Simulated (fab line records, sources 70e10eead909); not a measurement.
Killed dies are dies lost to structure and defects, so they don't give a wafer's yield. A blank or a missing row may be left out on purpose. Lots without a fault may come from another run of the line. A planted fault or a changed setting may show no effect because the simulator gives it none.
A struck lot beside a sound one | flow nand_harc | 13 steps out of a route of 1302
Sound: wafers L312.3, L312.4, L312.5. Struck: wafers L315.2, L315.3, L315.6. The cause comes at the end.
At each step with rows: each side's tool, then ch and its chambers, then its first start. Under that, the readings that differ: sound wafers | struck wafers | difference of the means | sigmas: that difference in standard deviations of wafers without a fault.
alike: readings whose means differ by less than 2 such deviations, and words and numbers that are the same on both sides. not compared: withheld readings, readings that some wafer has no value for, bounds like >300 that may hide the same value, and numbers for which the record gives no deviation and whose values overlap.
The two part at a step that has a row with sigmas, a row that says differs or no value, or rows on one side only. Numbers that don't overlap but have no deviation are shown without sigmas and don't part them. A reading that every wafer of one side lacks parts them only if that side has two wafers or more.

first, 2 steps without rows for these wafers: NHARC_A_SOURCE_PLATE_SRD_01; NHARC_A_SOURCE_PLATE_OXIDE_02 (material SiO2, target thk 10 nm, ox time 1362 s).
NHARC_A_SOURCE_PLATE_THK_MEAS_09: measures by ellipsometry.
  sound on film_metro-02, day 8 09:40; struck on film_metro-02, day 9 14:17
  alike: thk_nm
then, 3 steps without rows for these wafers: NHARC_A_SOURCE_PLATE_PVD_04 (deposits WSi2, target thk 50 nm); NHARC_A_SOURCE_PLATE_CVD_03 (deposits poly-Si, target thk 200 nm, time 4000 s); NHARC_A_SOURCE_PLATE_ANNEAL_05 (time 1800 s).
NHARC_A_SOURCE_PLATE_THK_MEAS_06: measures by ellipsometry.
  sound on film_metro-02, day 8 22:33; struck on film_metro-02, day 10 03:11
  alike: thk_nm
NHARC_A_SOURCE_PLATE_INSPECT_08:
  sound on defect_inspect-01, day 8 22:37; struck on defect_inspect-02, day 10 03:18
  alike: raw_defect_count
then, 1 step without rows for these wafers: NHARC_A_ONON_D1_DEP_00 (target thk 1000 nm).
NHARC_A_ONON_D1_THK_MEAS_02: measures by ellipsometry.
  sound on film_metro-02, day 8 23:11; struck on film_metro-02, day 10 03:52
  reading     | sound          | struck      | difference | sigmas
  thk_nm (nm) | 1008 1009 1009 | 989 988 987 | -21        | -2
NHARC_A_ONON_D1_DEP_03: target thk 1000 nm.
  sound on pecvd_onon-03 ch 0, day 8 23:22; struck on pecvd_onon-03 ch 0, day 10 03:59
NHARC_A_ONON_D1_THK_MEAS_05: measures by ellipsometry.
  sound on film_metro-02, day 8 23:46; struck on film_metro-01, day 10 04:37
  reading     | sound          | struck         | difference | sigmas
  thk_nm (nm) | 1012 1013 1010 | 1589 1590 1591 | +578       | +53
  not compared: hold
then, 1 step without rows for these wafers: NHARC_END_SORT_01.

WHERE THEY PART
First at NHARC_A_ONON_D1_THK_MEAS_02; last, within this record, at NHARC_A_ONON_D1_THK_MEAS_05.

WHY: what the simulator had put in
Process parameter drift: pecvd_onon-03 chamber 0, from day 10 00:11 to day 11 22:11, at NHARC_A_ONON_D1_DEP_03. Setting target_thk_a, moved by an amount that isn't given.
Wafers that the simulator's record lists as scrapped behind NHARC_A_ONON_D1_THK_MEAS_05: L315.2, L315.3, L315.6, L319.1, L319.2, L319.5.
